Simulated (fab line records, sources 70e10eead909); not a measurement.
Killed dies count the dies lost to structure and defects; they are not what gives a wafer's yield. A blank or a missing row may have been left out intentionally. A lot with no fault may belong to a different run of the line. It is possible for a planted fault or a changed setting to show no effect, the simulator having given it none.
Which tool was responsible? / flow nand_harc / 12 lots, 36 wafers sampled, at 5 steps of a route of 1159

WHAT THE GAUGES SHOWED, per wafer
NHARC_END_SORT_01. Usual: defect_limited_yield 95.1 %, standard deviation 1.7; killed_at_array 29, standard deviation 11; killed_at_other 0.5, standard deviation 0.85; killed_at_periphery 3.0, standard deviation 2.3; killed_dies 33, standard deviation 12; killed_open 3.3, standard deviation 1.9; killed_short 2.0, standard deviation 1.5; sort_bin_2_pct 1.5 %, standard deviation 0.66; sort_bin_3_pct 0.25 %, standard deviation 0.21; sort_bin_4_pct 3.1 %, standard deviation 1.2; sort_n_pass 644, standard deviation 12; sort_rim_yield_pct 96.7 %, standard deviation 2; sort_yield_pct 95.1 %, standard deviation 1.7.
lot=L173; measured=day 27 14:41; on=prober-02; defect_limited_yield (%)=87.9 97.5 88.9; killed_at_array=14 17 15; killed_at_other=0 0 0; killed_at_periphery=68 0 60; killed_dies=82 17 75; killed_open=1 3 2; killed_short=1 0 4; sort_bin_2_pct (%)=4.7 0.7 4.1; sort_bin_3_pct (%)=3.69 0.30 3.25; sort_bin_4_pct (%)=3.7 1.5 3.7; sort_n_pass=595 660 602; sort_rim_yield_pct (%)=86.8 100.0 86.8; sort_yield_pct (%)=87.9 97.5 88.9; flag=OFF

WHAT TOOL EACH LOT RAN ON (gives the tool, then ch and the chambers of the sampled wafers, and finally the start)
lot=L158; NHARC_P_M1_PRE_CLEAN_30=pvd_sputter-02, day 8 13:04; NHARC_THIN_TSV_DESCUM_14=rie_diel-03 ch 0,1, day 23 21:55; NHARC_THIN_TSV_DEGAS_49=pvd_sputter-02, day 24 00:45; NHARC_THIN_TSV_PRE_CLEAN_54=pvd_sputter-01, day 24 02:50
lot=L157; NHARC_P_M1_PRE_CLEAN_30=pvd_sputter-02, day 8 14:24; NHARC_THIN_TSV_DESCUM_14=rie_diel-03 ch 1,2, day 24 09:08; NHARC_THIN_TSV_DEGAS_49=pvd_sputter-02, day 24 11:47; NHARC_THIN_TSV_PRE_CLEAN_54=pvd_sputter-01, day 24 13:53
lot=L155; NHARC_P_M1_PRE_CLEAN_30=pvd_sputter-02, day 8 16:32; NHARC_THIN_TSV_DESCUM_14=rie_diel-03 ch 0,1,2, day 24 05:07; NHARC_THIN_TSV_DEGAS_49=pvd_sputter-03, day 24 08:08; NHARC_THIN_TSV_PRE_CLEAN_54=pvd_sputter-01, day 24 10:12
lot=L159; NHARC_P_M1_PRE_CLEAN_30=pvd_sputter-01, day 8 17:16; NHARC_THIN_TSV_DESCUM_14=rie_diel-08 ch 0,2,3, day 24 06:18; NHARC_THIN_TSV_DEGAS_49=pvd_sputter-03, day 24 09:28; NHARC_THIN_TSV_PRE_CLEAN_54=pvd_sputter-03, day 24 11:38
lot=L161; NHARC_P_M1_PRE_CLEAN_30=pvd_sputter-03, day 9 04:05; NHARC_THIN_TSV_DESCUM_14=rie_diel-12 ch 0,1,3, day 24 17:49; NHARC_THIN_TSV_DEGAS_49=pvd_sputter-01, day 24 20:26; NHARC_THIN_TSV_PRE_CLEAN_54=pvd_sputter-01, day 24 22:28
lot=L160; NHARC_P_M1_PRE_CLEAN_30=pvd_sputter-03, day 9 04:29; NHARC_THIN_TSV_DESCUM_14=rie_diel-08 ch 0,1, day 24 18:52; NHARC_THIN_TSV_DEGAS_49=pvd_sputter-03, day 24 21:31; NHARC_THIN_TSV_PRE_CLEAN_54=pvd_sputter-03, day 24 23:38
lot=L165; NHARC_P_M1_PRE_CLEAN_30=pvd_sputter-02, day 9 12:44; NHARC_THIN_TSV_DESCUM_14=rie_diel-12 ch 0,1,3, day 24 23:55; NHARC_THIN_TSV_DEGAS_49=pvd_sputter-03, day 25 02:31; NHARC_THIN_TSV_PRE_CLEAN_54=pvd_sputter-02, day 25 04:37
lot=L168; NHARC_P_M1_PRE_CLEAN_30=pvd_sputter-03, day 9 16:22; NHARC_THIN_TSV_DESCUM_14=rie_diel-12 ch 0,2, day 25 04:04; NHARC_THIN_TSV_DEGAS_49=pvd_sputter-02, day 25 06:40; NHARC_THIN_TSV_PRE_CLEAN_54=pvd_sputter-03, day 25 08:58
lot=L170; NHARC_P_M1_PRE_CLEAN_30=pvd_sputter-03, day 10 03:13; NHARC_THIN_TSV_DESCUM_14=rie_diel-03 ch 0,1,3, day 26 04:42; NHARC_THIN_TSV_DEGAS_49=pvd_sputter-02, day 26 07:21; NHARC_THIN_TSV_PRE_CLEAN_54=pvd_sputter-02, day 26 09:39
lot=L173; NHARC_P_M1_PRE_CLEAN_30=pvd_sputter-03, day 10 06:49; NHARC_THIN_TSV_DESCUM_14=rie_diel-12 ch 1,2,3, day 26 08:18; NHARC_THIN_TSV_DEGAS_49=pvd_sputter-02, day 26 10:59; NHARC_THIN_TSV_PRE_CLEAN_54=pvd_sputter-03, day 26 13:04
lot=L178; NHARC_P_M1_PRE_CLEAN_30=pvd_sputter-01, day 11 12:21; NHARC_THIN_TSV_DESCUM_14=rie_diel-03 ch 0,1,2, day 27 12:40; NHARC_THIN_TSV_DEGAS_49=pvd_sputter-02, day 27 15:23; NHARC_THIN_TSV_PRE_CLEAN_54=pvd_sputter-01, day 27 17:31
lot=L177; NHARC_P_M1_PRE_CLEAN_30=pvd_sputter-02, day 11 12:59; NHARC_THIN_TSV_DESCUM_14=rie_diel-12 ch 2,3, day 27 16:16; NHARC_THIN_TSV_DEGAS_49=pvd_sputter-02, day 27 18:57; NHARC_THIN_TSV_PRE_CLEAN_54=pvd_sputter-02, day 27 20:59
- NHARC_P_M1_PRE_CLEAN_30: time 30 s.
- NHARC_THIN_TSV_DESCUM_14: chemistry O2, time 3 s.
- NHARC_THIN_TSV_DEGAS_49: time 120 s.
- NHARC_THIN_TSV_PRE_CLEAN_54: time 30 s.

AS READ BY THE TOOLS THEMSELVES (means over the sampled wafers that have a number; for cases with no such wafer, the mark the record gives instead)
NHARC_P_M1_PRE_CLEAN_30. Usual: heater_power_w reads 421 W (standard deviation 51).
lot=L158; tool=pvd_sputter-02; heater_power_w (W)=455; flag=
lot=L157; tool=pvd_sputter-02; heater_power_w (W)=409; flag=
lot=L155; tool=pvd_sputter-02; heater_power_w (W)=411; flag=
lot=L159; tool=pvd_sputter-01; heater_power_w (W)=411; flag=
lot=L161; tool=pvd_sputter-03; heater_power_w (W)=368; flag=
lot=L160; tool=pvd_sputter-03; heater_power_w (W)=377; flag=
lot=L165; tool=pvd_sputter-02; heater_power_w (W)=449; flag=
lot=L168; tool=pvd_sputter-03; heater_power_w (W)=380; flag=
lot=L170; tool=pvd_sputter-03; heater_power_w (W)=365; flag=
lot=L173; tool=pvd_sputter-03; heater_power_w (W)=385; flag=
lot=L178; tool=pvd_sputter-01; heater_power_w (W)=385; flag=
lot=L177; tool=pvd_sputter-02; heater_power_w (W)=457; flag=

NHARC_THIN_TSV_DESCUM_14. Usual: drypump_motor_current_A 5.7 A, standard deviation 0.55; o2_flow_sccm 199.9 sccm, standard deviation 0.57; oes_product_au 1.003 a.u., standard deviation 0.0086; rf_vpp_V 57.8 V, standard deviation 0.92; showerhead_plenum_p_Torr 1.92 Torr, standard deviation 0.085; throttle_valve_pct 11.311 %, standard deviation 0.009.
lot=L158; tool=rie_diel-03; drypump_motor_current_A (A)=5.2; o2_flow_sccm (sccm)=200.4; oes_product_au (a.u.)=1.003; rf_vpp_V (V)=58.6; showerhead_plenum_p_Torr (Torr)=1.97; throttle_valve_pct (%)=11.318; flag=
lot=L157; tool=rie_diel-03; drypump_motor_current_A (A)=6.4; o2_flow_sccm (sccm)=200.2; oes_product_au (a.u.)=1.006; rf_vpp_V (V)=58.8; showerhead_plenum_p_Torr (Torr)=1.90; throttle_valve_pct (%)=11.312; flag=
lot=L155; tool=rie_diel-03; drypump_motor_current_A (A)=5.9; o2_flow_sccm (sccm)=199.8; oes_product_au (a.u.)=0.992; rf_vpp_V (V)=57.8; showerhead_plenum_p_Torr (Torr)=1.96; throttle_valve_pct (%)=11.312; flag=
lot=L159; tool=rie_diel-08; drypump_motor_current_A (A)=5.7; o2_flow_sccm (sccm)=199.8; oes_product_au (a.u.)=1.003; rf_vpp_V (V)=57.7; showerhead_plenum_p_Torr (Torr)=1.89; throttle_valve_pct (%)=11.312; flag=
lot=L161; tool=rie_diel-12; drypump_motor_current_A (A)=5.9; o2_flow_sccm (sccm)=200.4; oes_product_au (a.u.)=1.008; rf_vpp_V (V)=58.4; showerhead_plenum_p_Torr (Torr)=1.95; throttle_valve_pct (%)=11.319; flag=
lot=L160; tool=rie_diel-08; drypump_motor_current_A (A)=5.4; o2_flow_sccm (sccm)=199.8; oes_product_au (a.u.)=0.998; rf_vpp_V (V)=57.9; showerhead_plenum_p_Torr (Torr)=1.99; throttle_valve_pct (%)=11.314; flag=
lot=L165; tool=rie_diel-12; drypump_motor_current_A (A)=5.9; o2_flow_sccm (sccm)=199.5; oes_product_au (a.u.)=1.010; rf_vpp_V (V)=57.4; showerhead_plenum_p_Torr (Torr)=1.95; throttle_valve_pct (%)=11.303; flag=
lot=L168; tool=rie_diel-12; drypump_motor_current_A (A)=5.4; o2_flow_sccm (sccm)=199.6; oes_product_au (a.u.)=1.005; rf_vpp_V (V)=57.6; showerhead_plenum_p_Torr (Torr)=1.84; throttle_valve_pct (%)=11.312; flag=
lot=L170; tool=rie_diel-03; drypump_motor_current_A (A)=5.3; o2_flow_sccm (sccm)=200.1; oes_product_au (a.u.)=1.004; rf_vpp_V (V)=58.1; showerhead_plenum_p_Torr (Torr)=1.89; throttle_valve_pct (%)=11.316; flag=
lot=L173; tool=rie_diel-12; drypump_motor_current_A (A)=5.8; o2_flow_sccm (sccm)=200.1; oes_product_au (a.u.)=1.011; rf_vpp_V (V)=57.4; showerhead_plenum_p_Torr (Torr)=1.94; throttle_valve_pct (%)=11.302; flag=
lot=L178; tool=rie_diel-03; drypump_motor_current_A (A)=5.9; o2_flow_sccm (sccm)=199.7; oes_product_au (a.u.)=1.004; rf_vpp_V (V)=57.2; showerhead_plenum_p_Torr (Torr)=1.96; throttle_valve_pct (%)=11.313; flag=
lot=L177; tool=rie_diel-12; drypump_motor_current_A (A)=5.5; o2_flow_sccm (sccm)=200.0; oes_product_au (a.u.)=1.010; rf_vpp_V (V)=57.5; showerhead_plenum_p_Torr (Torr)=1.90; throttle_valve_pct (%)=11.303; flag=

NHARC_THIN_TSV_DEGAS_49. Usual: heater_power_w reads 476 W (standard deviation 53).
lot=L158; tool=pvd_sputter-02; heater_power_w (W)=472; flag=
lot=L157; tool=pvd_sputter-02; heater_power_w (W)=453; flag=
lot=L155; tool=pvd_sputter-03; heater_power_w (W)=436; flag=
lot=L159; tool=pvd_sputter-03; heater_power_w (W)=431; flag=
lot=L161; tool=pvd_sputter-01; heater_power_w (W)=490; flag=
lot=L160; tool=pvd_sputter-03; heater_power_w (W)=434; flag=
lot=L165; tool=pvd_sputter-03; heater_power_w (W)=423; flag=
lot=L168; tool=pvd_sputter-02; heater_power_w (W)=515; flag=
lot=L170; tool=pvd_sputter-02; heater_power_w (W)=504; flag=
lot=L173; tool=pvd_sputter-02; heater_power_w (W)=473; flag=
lot=L178; tool=pvd_sputter-02; heater_power_w (W)=476; flag=
lot=L177; tool=pvd_sputter-02; heater_power_w (W)=519; flag=

NHARC_THIN_TSV_PRE_CLEAN_54. Usual: heater_power_w reads 421 W (standard deviation 45).
lot=L158; tool=pvd_sputter-01; heater_power_w (W)=407; flag=
lot=L157; tool=pvd_sputter-01; heater_power_w (W)=448; flag=
lot=L155; tool=pvd_sputter-01; heater_power_w (W)=459; flag=
lot=L159; tool=pvd_sputter-03; heater_power_w (W)=384; flag=
lot=L161; tool=pvd_sputter-01; heater_power_w (W)=431; flag=
lot=L160; tool=pvd_sputter-03; heater_power_w (W)=371; flag=
lot=L165; tool=pvd_sputter-02; heater_power_w (W)=415; flag=
lot=L168; tool=pvd_sputter-03; heater_power_w (W)=384; flag=
lot=L170; tool=pvd_sputter-02; heater_power_w (W)=462; flag=
lot=L173; tool=pvd_sputter-03; heater_power_w (W)=381; flag=
lot=L178; tool=pvd_sputter-01; heater_power_w (W)=441; flag=
lot=L177; tool=pvd_sputter-02; heater_power_w (W)=417; flag=

THE ANSWER, worked out from the rows above alone
Rule: lot off if the mean of its wafers having a number is beyond 3 standard deviations from the usual mean. Also off: a lot with no number at a reading for which 4 or more lots have one. The other lots that the step has rows for count as sound. First the gauges in route order, then the tools' own readings, where a lot's mean is used as printed above. At the first step where some lot is off, the reading lying furthest off is the one used; lots without a number count as furthest.
Off: L173 (NHARC_END_SORT_01, killed_at_periphery). Neither off nor sound, because the step has no rows for them: L158, L157, L155, L159, L161, L160, L165, L168, L170, L178, L177.
If a tool, at a process step before that reading, ran all the lots that are off and no sound lot after the first of them, it fits. The gauges at NHARC_END_SORT_01 are tried like those tools. Can't be told from this: 4 tools fit, pvd_sputter-03 at NHARC_P_M1_PRE_CLEAN_30 and NHARC_THIN_TSV_PRE_CLEAN_54, rie_diel-12 at NHARC_THIN_TSV_DESCUM_14, pvd_sputter-02 at NHARC_THIN_TSV_DEGAS_49, prober-02 at NHARC_END_SORT_01.

WHAT HAD BEEN PUT IN BY THE SIMULATOR
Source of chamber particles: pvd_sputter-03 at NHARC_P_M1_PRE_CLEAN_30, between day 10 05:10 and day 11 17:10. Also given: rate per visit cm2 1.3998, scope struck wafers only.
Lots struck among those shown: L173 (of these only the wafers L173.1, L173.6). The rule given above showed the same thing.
